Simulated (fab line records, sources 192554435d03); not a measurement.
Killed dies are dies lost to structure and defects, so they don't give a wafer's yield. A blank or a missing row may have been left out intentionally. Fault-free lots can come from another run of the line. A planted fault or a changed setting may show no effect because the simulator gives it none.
Chamber matching + flow n5Finfet + pecvd-01 running N5_GATE_CUT_HM_DEP_46: 3 sister chambers
The step deposits SiO2 from TEOS/O2, target thk 130 nm, time 26.6 s. 14 wafers are shown with their chamber, then 7 later ones without.

## EACH WAFER AND ITS CHAMBER
| wafer  | chamber | throttleValvePct (%) | heaterPowerW (W) | showerheadPlenumPTorr (Torr) |
|--------|---------|----------------------|------------------|------------------------------|
| L864.2 | 0       | 19.1                 | 662              | 8.39                         |
| L864.3 | 2       | 19.2                 | 743              | 8.42                         |
| L864.5 | 1       | 20.1                 | 390              | 8.33                         |
| L866.1 | 2       | 18.8                 | 723              | 8.42                         |
| L866.2 | 0       | 19.5                 | 719              | 8.40                         |
| L866.5 | 0       | 19.3                 | 737              | 8.38                         |
| L868.2 | 0       | 19.1                 | 647              | 8.39                         |
| L868.3 | 1       | 20.4                 | 460              | 8.32                         |
| L868.5 | 1       | 20.6                 | 470              | 8.36                         |
| L873.1 | 2       | 19.2                 | 877              | 8.41                         |
| L873.3 | 1       | 20.6                 | 514              | 8.32                         |
| L873.5 | 2       | 19.3                 | 860              | 8.44                         |
| L883.2 | 1       | 20.7                 | 487              | 8.36                         |
| L883.4 | 1       | 20.5                 | 508              | 8.37                         |

SIGNATURES (averages over the wafers above)
| reading               | chamber 0 | chamber 1 | chamber 2 | scatter within a chamber |
|-----------------------|-----------|-----------|-----------|--------------------------|
| throttleValvePct      | 19.250    | 20.483    | 19.125    | 0.21                     |
| heaterPowerW          | 691.25    | 471.50    | 800.75    | 56                       |
| showerheadPlenumPTorr | 8.3900    | 8.3433    | 8.4225    | 0.0171                   |
Rule: for each reading, subtract the chamber's mean from the wafer's reading, divide by that reading's scatter and square the result; add these up over the readings and take the root, which gives the wafer's distance from the chamber. If the next closest chamber is less than 2 further off than the closest, the wafer can't be placed; otherwise it belongs to the closest. The scatter is the square root of a quotient: the sum, over the shown wafers, of each reading's squared deviation from its chamber's mean, divided by wafers minus chambers.

## WAFERS WHOSE CHAMBER IS MISSING
| wafer  | throttleValvePct (%) | heaterPowerW (W) | showerheadPlenumPTorr (Torr) |
|--------|----------------------|------------------|------------------------------|
| L883.6 | 19.2                 | 619              | 8.38                         |
| L885.2 | 20.5                 | 462              | 8.35                         |
| L885.5 | 19.2                 | 734              | 8.39                         |
| L885.6 | 19.4                 | 865              | 8.45                         |
| L887.2 | 20.5                 | 487              | 8.35                         |
| L887.3 | 19.0                 | 695              | 8.39                         |
| L887.5 | 19.6                 | 753              | 8.43                         |

## THE CHAMBER EACH PASSED THROUGH
| wafer  | from the rows above     | in truth |
|--------|-------------------------|----------|
| L883.6 | 0                       | 0        |
| L885.2 | 1                       | 1        |
| L885.5 | can't be placed: 0 or 2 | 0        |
| L885.6 | 2                       | 2        |
| L887.2 | 1                       | 1        |
| L887.3 | can't be placed: 0 or 2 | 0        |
| L887.5 | can't be placed: 2 or 0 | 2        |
Correctly placed: 4 of 7. Unplaceable from these rows: 3, with the true chamber sitting among the candidates in 3. 0 placed wrongly.
